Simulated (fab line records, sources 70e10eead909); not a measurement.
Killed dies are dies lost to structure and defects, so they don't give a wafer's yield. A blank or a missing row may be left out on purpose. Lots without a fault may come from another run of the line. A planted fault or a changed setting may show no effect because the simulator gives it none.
fab line records | flow nand_harc
record lots=14 wafers=42 last_day=23
route steps=1159 shown A_SGD_CUT@777 A_SLIT@794
lots that met no fault: from a run of the same line without faults
start_h: hours from the record's first day to the start of the lot's first wafer shown | wait_h: hours since the lot's step before | " the same as in the row above | L1.1+2: a row that stands for several wafers | - no value, or no start given | * or withheld: withheld | < > ~ a bound
route shown NAME@n: a module of which the file shows steps, and the number in the route of the first | usual: mean/standard deviation of fault-free wafers | same: alike in all rows | chamber/n: place in a boat | sites: the reading at each site | _std_site: their standard deviation | _edge_site: outer sites' mean less inner sites' | radius_mm: how far each site lies from the wafer's centre | mask NAME#n: copy n | behind: the tool/chamber that last shaped the wafer | hold: why the lot was held/for how many hours/how that ended | device: the transistor (n, p or np) that didn't switch | end of line: the same wafers' tests at the end of the route | a step without rows: its recipe alone | killed: dies lost to structure and defects at the first sort, not the wafer's yield | map: a wafer's dies, x killed, . not, _ none there
set.NAME: the setting as run; set.NAME@STEP: as run at that earlier step | model.NAME: the simulator's own value behind a step, which no gauge read
steps of the route over a sample of lots; a table a step, a row a wafer
services: from which hour (start_h, from the record's first day; less than 0 if before it) a tool's chamber was out of use, for how many hours, and why
## steps
# step NHARC_A_SGD_CUT_STRIP_28
# recipe time_s=20 o2_flow_sccm=500 ar_flow_sccm=0 bias_w=0 chemistry=O2
# usual drypump_motor_current_A=5.7/0.33 oes_product_au=1.003/0.011 rf_vpp_V=58.0/0.89 showerhead_plenum_p_Torr=3.59/0.17 throttle_valve_pct=17.036/0.0088
# same time_s=20
# columns lot.wafer tool chamber start_h wait_h drypump_motor_current_A oes_product_au rf_hours_counter_h rf_vpp_V showerhead_plenum_p_Torr throttle_valve_pct
L114.3 rie_diel-05 0 - - 6.1 1.005 9 56.2 3.59 17.043
L114.1 " 2 " " 5.5 1.002 9 58.9 3.78 17.027
L114.4 " 3 " " 5.3 1.001 8 57.3 3.31 17.045
L115.1 rie_diel-08 1 - - 5.1 1.003 1 57.8 3.78 17.028
L115.4 " 2 " " 5.4 1.012 1 58.6 3.43 17.043
L115.5 " 0 " " 5.5 1.007 - 58.3 3.78 17.028
L116.3 rie_diel-05 0 322.12 0.2 6.0 0.999 10 59.9 3.59 17.023
L116.2 " 1 " " 5.7 1.010 11 58.5 3.59 17.035
L116.5 " 1 " " 5.7 1.010 - 56.0 3.59 17.034
L118.1 rie_diel-11 1 - - 5.7 0.984 14 57.2 3.37 17.041
L118.5 " 1 " " 5.7 0.986 - 57.1 3.37 17.032
L118.6 " 2 " " 5.8 0.989 - 58.2 3.77 17.021
L117.1 rie_diel-05 0 - - 6.0 1.003 11 58.9 3.59 17.025
L117.2 " 1 " " 5.7 1.003 12 58.2 3.59 17.040
L117.3 " 3 " " 5.3 0.999 11 58.1 3.31 17.037
L126.4 rie_diel-11 3 - - 6.4 1.007 1 57.9 3.75 17.051
L126.3 " 2 " " 5.8 1.011 1 57.9 3.77 17.043
L126.5 " 0 " " 5.4 1.008 - 56.9 3.65 17.030
L125.3 rie_diel-11 1 - - 5.7 1.017 1 56.9 3.36 17.036
L125.5 " 0 " " 5.4 1.009 - 57.7 3.65 17.036
L125.6 " 1 " " 5.7 1.005 - 58.1 3.36 17.026
L129.1 rie_diel-05 3 - - 5.3 0.974 6 56.8 3.31 17.043
L129.6 " 3 " " 5.3 0.985 - 57.8 3.31 17.039
L129.5 " 0 " " 6.1 1.001 - 56.2 3.59 17.018
L131.2 rie_diel-11 0 - - 5.4 1.010 3 57.9 3.65 17.033
L131.6 " 0 " " 5.4 1.010 - 59.3 3.65 17.048
L131.5 " 1 " " 5.7 1.018 - 56.8 3.36 17.032
L132.1 rie_diel-11 3 - - 6.4 1.024 3 59.1 3.75 17.048
L132.6 " 3 " " 6.4 1.023 - 57.7 3.75 17.043
L132.5 " 0 " " 5.4 1.009 - 58.2 3.65 17.022
L134.4 rie_diel-11 2 - - 5.8 1.021 5 58.1 3.76 17.028
L134.1 " 0 " " 5.4 0.995 5 59.5 3.65 17.036
L134.6 " 3 " " 6.4 1.016 - 59.0 3.75 17.039
L133.2 rie_diel-05 1 - - 5.7 1.007 6 58.5 3.59 17.049
L133.3 " 2 " " 5.5 1.011 5 57.8 3.77 17.047
L133.6 " 0 " " 6.1 0.986 - 58.5 3.59 17.036
L136.1 rie_diel-08 1 - - 5.1 0.991 14 58.7 3.77 17.042
L136.4 " 2 " " 5.3 1.012 13 57.3 3.42 17.023
L136.2 " 3 " " 5.6 1.000 14 57.9 3.52 17.041
L135.3 rie_diel-05 3 - - 5.3 0.994 7 57.9 3.31 17.035
L135.5 " 1 " " 5.7 0.999 - 59.0 3.59 17.029
L135.6 " 2 " " 5.4 1.002 - 58.7 3.77 17.036
# step NHARC_A_SLIT_ETCH_24
# recipe target_depth_a=1210 time_s=60.5 cf4_flow_sccm=100 chf3_flow_sccm=30 ar_flow_sccm=0 rf_w=500 bias_w=200 chemistry=CF4/CHF3
# usual bias_w=200.0/0.63 cf4_flow_sccm=100.04/0.3 chf3_flow_sccm=30.00/0.086 drypump_motor_current_A=5.6/0.36 oes_product_au=0.956/0.021 rf_vpp_V=371.4/2.2 showerhead_plenum_p_Torr=1.60/0.065 throttle_valve_pct=16.804/0.0089
# same time_s=60.5
# columns lot.wafer tool chamber start_h wait_h bias_w cf4_flow_sccm chf3_flow_sccm drypump_motor_current_A oes_product_au rf_hours_counter_h rf_vpp_V showerhead_plenum_p_Torr throttle_valve_pct
L114.4 rie_diel-03 0 309.61 0.1 199.1 99.79 30.02 5.7 0.968 5 373.5 1.66 16.799
L114.3 " 2 " " 199.8 99.53 29.99 5.5 0.987 5 368.3 1.52 16.799
L114.1 " 3 " " 200.4 100.49 30.02 6.0 0.966 5 367.0 1.48 16.794
L115.4 rie_diel-03 0 325.57 0.1 200.6 99.85 29.99 5.8 0.951 6 373.9 1.66 16.802
L115.1 " 3 " " 199.8 99.88 30.06 6.0 0.961 6 367.2 1.48 16.805
L115.5 " 0 " " 200.4 99.65 29.84 5.8 0.956 - 373.4 1.66 16.792
L116.2 rie_diel-09 3 325.73 0.1 200.1 99.74 30.07 5.5 0.950 4 373.5 1.68 16.801
L116.3 " 2 " " 200.6 100.39 30.07 5.0 0.946 5 372.3 1.60 16.801
L116.5 " 0 " " 199.5 99.54 29.72 5.3 0.969 - 373.0 1.64 16.792
L118.1 rie_diel-03 1 334.92 0.1 200.2 99.93 29.98 6.0 0.961 7 373.1 1.65 16.789
L118.5 " 1 " " 199.4 99.94 30.02 6.0 0.962 - 371.9 1.64 16.799
L118.6 " 2 " " 200.1 100.15 30.06 5.4 0.976 - 367.3 1.52 16.783
L117.1 rie_diel-10 2 335.09 0.1 201.2 100.08 29.98 5.6 0.931 10 374.8 1.68 16.797
L117.2 " 3 " " 199.7 100.02 30.14 6.2 0.942 12 368.1 1.52 16.801
L117.3 " 0 " " 198.7 99.99 30.00 5.4 0.945 11 368.8 1.51 16.805
L126.3 rie_diel-10 2 395.97 0.1 199.8 100.34 30.00 5.6 0.962 3 374.2 1.68 16.810
L126.4 " 0 " " 199.5 100.10 30.11 5.4 0.960 2 368.6 1.51 16.807
L126.5 " 1 " " 201.2 100.80 30.01 5.2 0.964 - 370.6 1.59 16.782
L125.3 rie_diel-10 0 402.28 0.1 200.8 99.84 29.98 5.4 0.950 2 367.6 1.51 16.806
L125.6 " 3 " " 199.0 100.49 30.03 6.2 0.960 - 369.4 1.52 16.781
L125.5 " 0 " " 199.8 99.93 30.06 5.4 0.946 - 367.8 1.51 16.814
L129.1 rie_diel-09 0 411.28 0.1 199.3 99.86 29.96 5.2 0.931 11 372.8 1.64 16.806
L129.6 " 2 " " 199.9 100.05 29.91 5.0 0.908 - 371.7 1.60 16.796
L129.5 " 3 " " 200.5 100.03 29.99 5.6 0.916 - 373.7 1.68 16.810
L131.2 rie_diel-09 0 412.42 0.1 199.7 100.84 30.08 5.3 0.922 11 372.6 1.64 16.818
L131.5 " 1 " " 201.6 99.58 29.99 5.9 0.929 - 371.9 1.60 16.794
L131.6 " 2 " " 199.9 100.29 29.92 5.0 0.924 - 372.4 1.60 16.807
L132.1 rie_diel-09 0 419.19 0.1 200.1 100.34 29.89 5.3 0.984 12 372.7 1.64 16.803
L132.6 " 0 " " 199.5 100.09 29.95 5.3 0.971 - 371.5 1.64 16.802
L132.5 " 1 " " 199.2 99.83 29.86 5.9 0.968 - 371.9 1.60 16.816
L134.1 rie_diel-03 0 432.92 0.1 199.1 99.82 29.97 5.8 0.972 2 373.4 1.66 16.797
L134.4 " 3 " " 200.3 99.70 29.94 6.0 0.973 1 367.3 1.47 16.804
L134.6 " 1 " " 201.4 100.25 30.07 6.0 0.986 - 374.0 1.64 16.790
L133.3 rie_diel-10 2 433.24 0.1 200.1 100.07 29.97 5.6 0.958 5 373.3 1.68 16.802
L133.2 " 3 " " 198.5 100.54 30.09 6.2 0.997 5 371.1 1.52 16.812
L133.6 " 1 " " 200.3 100.65 29.97 5.2 0.959 - 370.6 1.59 16.818
L136.2 rie_diel-10 0 439.88 0.1 199.9 99.61 30.05 5.4 0.946 5 369.1 1.51 16.799
L136.1 " 1 " " 200.1 99.81 29.95 5.3 0.970 6 369.7 1.59 16.786
L136.4 " 3 " " 200.9 100.21 30.05 6.2 0.963 6 368.4 1.52 16.806
L135.3 rie_diel-09 3 440.69 0.1 201.6 99.86 29.98 5.5 0.950 0 373.8 1.68 16.797
L135.6 " 1 " " 199.3 99.96 29.85 5.9 0.963 - 369.4 1.60 16.797
L135.5 " 2 " " 200.8 100.18 30.11 5.0 0.974 - 372.1 1.60 16.798
# step NHARC_A_SLIT_ETCH_26
# recipe bias_v=400 source_w=2000 pressure_mtorr=25 time_s=90 ar_flow_sccm=375 c4f8_flow_sccm=41.7 o2_flow_sccm=83.3 target_depth_a=4000 chemistry=C4F8/O2/Ar
# usual bias_v=399/4 c4f8_flow_sccm=41.70/0.13 drypump_motor_current_A=6.0/0.5 esc_clamp_current_uA=0.0211/0.00036 he_backside_leak_sccm=5.78/0.25 showerhead_plenum_p_Torr=3.81/0.075 throttle_valve_pct=27.620/0.0095 time_s=90/0
# columns lot.wafer tool chamber start_h wait_h bias_v c4f8_flow_sccm drypump_motor_current_A esc_clamp_current_uA he_backside_leak_sccm rf_hours_counter_h showerhead_plenum_p_Torr throttle_valve_pct time_s
L114.1 har_etch-02 1 314.20 1.3 395 41.69 6.1 0.0210 5.90 172 3.88 27.632 90
L114.3 " 1 " " 399 41.68 6.2 0.0210 5.95 - 3.88 27.629 90
L114.4 " 0 " " 403 41.60 5.8 0.0206 5.66 - 3.88 27.629 90
L115.1 har_etch-02 0 328.41 1.0 398 41.51 5.8 0.0207 5.46 181 3.87 27.616 90
L115.4 " 1 " " 405 41.74 6.1 0.0210 5.82 - 3.87 27.620 90
L115.5 " 1 " " 396 41.75 6.1 0.0211 5.61 - 3.87 27.640 90
L116.2 har_etch-01 1 329.56 1.0 394 41.61 5.2 0.0212 5.00 7 3.84 27.634 90
L116.3 " 0 " " 402 41.44 6.7 0.0216 5.52 - 3.69 27.640 90
L116.5 " 1 " " 408 41.77 5.2 0.0213 5.03 - 3.84 27.622 90
L118.1 har_etch-02 1 339.57 1.2 403 41.87 6.1 0.0211 5.82 186 3.87 27.607 90
L118.6 " 1 " " 399 41.93 6.1 0.0210 6.07 - 3.87 27.614 90
L118.5 " 0 " " 406 41.71 5.8 0.0207 5.21 - 3.87 27.597 90
L117.2 har_etch-01 0 339.84 1.2 401 41.68 6.7 0.0217 6.05 12 3.69 27.612 90
L117.1 " 1 " " 403 41.64 5.2 0.0213 5.40 12 3.83 27.625 90
L117.3 " 0 " " 398 41.69 6.6 0.0216 6.05 - 3.69 27.618 90
L126.4 har_etch-02 0 398.21 0.8 - - - - - - - - -
L126.3 " 1 " " - - - - - - - - -
L126.5 " 1 " " - - - - - - - - -
L125.3 har_etch-02 1 404.81 0.8 - - - - - - - - -
L125.6 " 1 " " - - - - - - - - -
L125.5 " 0 " " - - - - - - - - -
L129.1 har_etch-02 1 413.48 1.0 399 41.82 6.1 0.0211 5.76 216 3.85 27.619 90
L129.6 " 0 " " 399 41.88 5.8 0.0207 5.75 - 3.85 27.619 90
L129.5 " 1 " " 393 41.84 6.1 0.0211 5.76 - 3.85 27.632 90
L131.2 har_etch-01 1 414.60 1.0 399 41.51 5.2 0.0214 5.59 43 3.82 27.608 90
L131.5 " 0 " " 399 41.81 6.7 0.0217 5.98 - 3.67 27.611 90
L131.6 " 1 " " 398 41.51 5.2 0.0213 5.69 - 3.82 27.621 90
L132.1 har_etch-01 0 421.40 1.0 401 41.75 6.6 0.0217 6.31 45 3.67 27.626 90
L132.5 " 1 " " 404 41.75 5.2 0.0214 5.86 - 3.82 27.618 90
L132.6 " 0 " " 398 41.94 6.6 0.0216 6.13 - 3.67 27.610 90
L134.1 har_etch-02 1 437.45 1.0 404 41.54 6.1 0.0211 5.99 227 3.85 27.619 90
L134.4 " 1 " " 396 41.44 6.1 0.0210 5.97 - 3.85 27.623 90
L134.6 " 0 " " 394 41.70 5.8 0.0206 5.58 - 3.85 27.609 90
L133.2 har_etch-01 0 437.82 1.3 404 41.57 6.6 0.0217 6.13 54 3.67 27.609 90
L133.3 " 1 " " 400 41.49 5.2 0.0213 5.75 - 3.81 27.623 90
L133.6 " 1 " " 394 41.60 5.2 0.0214 5.83 - 3.81 27.622 90
L136.2 har_etch-02 0 443.98 1.2 405 41.77 5.8 0.0207 5.62 233 3.84 27.630 90
L136.1 " 1 " " 405 41.69 6.2 0.0210 6.21 233 3.84 27.622 90
L136.4 " 1 " " 406 41.44 6.1 0.0210 6.19 - 3.84 27.638 90
L135.3 har_etch-01 0 444.47 0.6 401 41.78 6.6 0.0217 5.38 - 3.66 27.623 90
L135.5 " 1 " " 399 41.70 5.2 0.0214 5.88 - 3.81 27.619 90
L135.6 " 0 " " 390 41.59 6.7 0.0217 5.98 - 3.66 27.618 90
# step NHARC_A_SLIT_STRIP_18
# recipe o2_flow_sccm=500 ar_flow_sccm=0 bias_w=0 chemistry=O2
# usual drypump_motor_current_A=5.6/0.36 oes_product_au=1.001/0.01 rf_vpp_V=57.9/0.81 showerhead_plenum_p_Torr=3.57/0.15 throttle_valve_pct=17.036/0.0086
# columns lot.wafer tool chamber start_h wait_h drypump_motor_current_A oes_product_au rf_hours_counter_h rf_vpp_V showerhead_plenum_p_Torr throttle_valve_pct
L114.1 rie_diel-03 0 - - 5.8 1.009 6 56.1 3.73 17.042
L114.4 " 1 " " 6.0 1.008 5 59.5 3.69 17.036
L114.3 " 3 " " 6.0 1.013 5 57.2 3.31 17.036
L115.1 rie_diel-03 0 - - 5.8 1.007 7 58.5 3.73 17.040
L115.4 " 2 " " 5.5 1.010 7 57.2 3.40 17.034
L115.5 " 1 " " 6.0 1.005 - 58.5 3.69 17.050
L116.3 rie_diel-10 0 - - 5.4 1.000 11 56.6 3.39 17.038
L116.2 " 2 " " 5.6 0.999 10 58.4 3.77 17.021
L116.5 " 0 " " 5.4 1.002 - 57.1 3.39 17.040
L118.1 rie_diel-10 3 - - 6.2 0.991 12 57.6 3.41 17.043
L118.6 " 2 " " 5.6 0.984 - 58.4 3.77 17.041
L118.5 " 3 " " 6.2 0.990 - 58.7 3.41 17.042
L117.2 rie_diel-03 3 - - 6.0 1.007 8 56.3 3.31 17.029
L117.1 " 0 " " 5.8 1.008 7 57.1 3.73 17.029
L117.3 " 1 " " 6.0 0.998 7 58.2 3.69 17.037
L126.4 rie_diel-09 3 - - 5.6 0.992 8 57.6 3.76 17.047
L126.3 " 1 " " 5.9 0.995 11 59.9 3.58 17.036
L126.5 " 3 " " 5.5 0.986 - 58.8 3.76 17.034
L125.3 rie_diel-03 1 - - 6.0 1.011 0 58.2 3.68 17.039
L125.5 " 2 " " 5.5 1.002 - 57.0 3.40 17.037
L125.6 " 3 " " 6.0 1.021 - 56.2 3.31 17.038
L129.1 rie_diel-03 1 - - 6.0 1.015 1 59.7 3.68 17.031
L129.5 " 1 " " 6.0 1.011 - 56.2 3.68 17.052
L129.6 " 2 " " 5.4 1.002 - 56.7 3.40 17.037
L131.2 rie_diel-10 2 - - 5.6 1.006 4 57.1 3.77 17.024
L131.6 " 0 " " 5.4 0.989 - 58.5 3.39 17.048
L131.5 " 1 " " 5.3 0.996 - 58.6 3.57 17.049
L132.1 rie_diel-03 3 - - 6.0 1.019 1 58.2 3.31 17.041
L132.5 " 3 " " 6.0 1.015 - 58.0 3.31 17.027
L132.6 " 0 " " 5.8 1.012 - 58.3 3.73 17.031
L134.1 rie_diel-10 3 - - 6.3 1.009 6 57.1 3.41 17.032
L134.4 " 0 " " 5.4 0.996 5 57.0 3.38 17.030
L134.6 " 0 " " 5.4 0.999 - 58.0 3.38 17.027
L133.3 rie_diel-10 1 - - 5.3 0.989 6 58.0 3.57 17.041
L133.2 " 2 " " 5.6 1.000 6 58.6 3.77 17.030
L133.6 " 1 " " 5.3 0.995 - 58.8 3.57 17.036
L136.2 rie_diel-09 0 - - 5.3 0.999 1 58.4 3.67 17.036
L136.1 " 1 " " 5.9 0.976 0 58.8 3.58 17.036
L136.4 " 3 " " 5.6 0.998 1 57.2 3.76 17.048
L135.3 rie_diel-10 1 - - 5.3 0.996 7 57.3 3.57 17.033
L135.5 " 3 " " 6.3 1.007 - 58.4 3.41 17.033
L135.6 " 0 " " 5.4 0.982 - 58.0 3.38 17.034
## services
# columns tool chamber start_h hours kind
rie_diel-10 0 283.71 - clean
rie_diel-10 1 283.71 - clean
rie_diel-10 2 283.71 - clean
rie_diel-10 3 283.71 - clean
har_etch-01 - 290.34 5.0 repair
rie_diel-05 0 290.72 6.3 repair
rie_diel-08 - 301.97 9.0 pm
har_etch-01 - 305.00 17.0 pm
rie_diel-05 2 308.18 14.5 repair
rie_diel-09 3 317.07 4.9 repair
rie_diel-09 2 336.39 7.4 repair
rie_diel-11 0 337.08 7.0 repair
rie_diel-10 0 340.37 2.4 repair
rie_diel-05 - 340.60 9.0 pm
rie_diel-03 - 345.17 0.1 repair
rie_diel-10 - 353.50 9.0 pm
rie_diel-08 2 360.29 10.5 repair
rie_diel-11 1 364.91 8.4 repair
rie_diel-11 - 366.50 9.0 pm
rie_diel-09 - 369.84 0.8 repair
rie_diel-10 0 383.70 7.9 repair
rie_diel-03 - 392.30 9.0 pm
rie_diel-03 - 403.68 0.3 repair
rie_diel-09 - 431.43 9.0 pm
## key
first_sign step=NHARC_A_SLIT_ETCH_26 reading=tool_record direction=missing
effect none on later readings
met_at NHARC_A_SLIT_ETCH_26
struck_lots L125,L126
later_rows_left_out L125.3,L125.5,L125.6,L126.3,L126.4,L126.5
sort_left_out L125.3,L125.5,L125.6,L126.3,L126.4,L126.5
tester_left_out L125,L126
not_acting_at NHARC_A_SGD_CUT_STRIP_28,NHARC_A_SLIT_ETCH_24,NHARC_A_SLIT_STRIP_18
onset_between 339.57 398.21
fault kind=skipped_step_whole tool=har_etch-02 chamber=- onset_h=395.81 steps=NHARC_A_SLIT_ETCH_26 scope=struck_lots_only
# tester_left_out: of these lots the tester's yield and bins aren't shown, on N5 and GAA mostly nor the transistor test; their killed dies are dies lost to structure and defects alone, not to doping, threshold or leakage, so they don't give the yield
# sort_left_out: the simulated sort isn't trusted on such a fault, so these wafers' sort isn't shown, and their yield isn't known
# later_rows_left_out: the simulator's readings of these wafers behind a module that went badly wrong aren't trusted and aren't shown, but for the sort
